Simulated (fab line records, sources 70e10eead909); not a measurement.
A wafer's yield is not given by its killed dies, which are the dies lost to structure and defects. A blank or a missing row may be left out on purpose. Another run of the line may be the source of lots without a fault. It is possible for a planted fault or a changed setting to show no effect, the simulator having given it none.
Which tool was responsible? -- flow nand-harc -- 12 lots (36 wafers sampled), 1 step of a 1159-step route

== WHAT EACH GAUGE READ, for each wafer ==
NHARC_P_M0_CD_MEAS_16.
lot,measured,on,cd-nm (nm)
L074,day 6 07:34,cd-sem-01,90.0 89.3 88.8
L077,day 6 14:52,cd-sem-02,90.6 90.3 91.1
L079,day 7 08:16,cd-sem-02,90.8 89.9 90.5
L081,day 7 13:38,cd-sem-01,91.5 91.1 90.6
L083,day 8 08:41,cd-sem-01,89.6 88.9 89.6
L088,day 9 02:57,cd-sem-02,89.2 89.6 89.6
L085,day 9 06:44,cd-sem-02,89.6 89.5 89.8
L090,day 9 21:35,cd-sem-03,88.9 89.7 89.0
L091,day 10 06:08,cd-sem-02,90.6 89.6 89.9
L092,day 10 13:22,cd-sem-01,90.8 90.7 91.1
L095,day 11 04:38,cd-sem-02,89.0 89.6 90.1
L096,day 11 12:45,cd-sem-03,90.4 90.3 89.9

== EACH LOT AND THE TOOL THAT RAN IT (in order: tool; ch and the chambers of the sampled wafers; start) ==
Before these readings, the record contains no process step.

== THE ANSWER, worked out from the rows above alone ==
Rule: what is usual is taken from the lots themselves. Put in order of their means at a reading, lots are off if they are a third of the lots or fewer, leave a main group of 4 or more, and stand apart from it by a gap of 3 or more times the standard deviation of the main group's means; of several such gaps the widest counts. A main group whose means are all the same, to the digits that the tables above print for the reading, isn't used. A lot without any number at a reading at which 4 lots or more have one is off too. The other lots that the step has rows for count as sound.
None of the lots is off at any reading shown; this tells nothing.

== WHAT WAS PUT IN BY THE SIMULATOR ==
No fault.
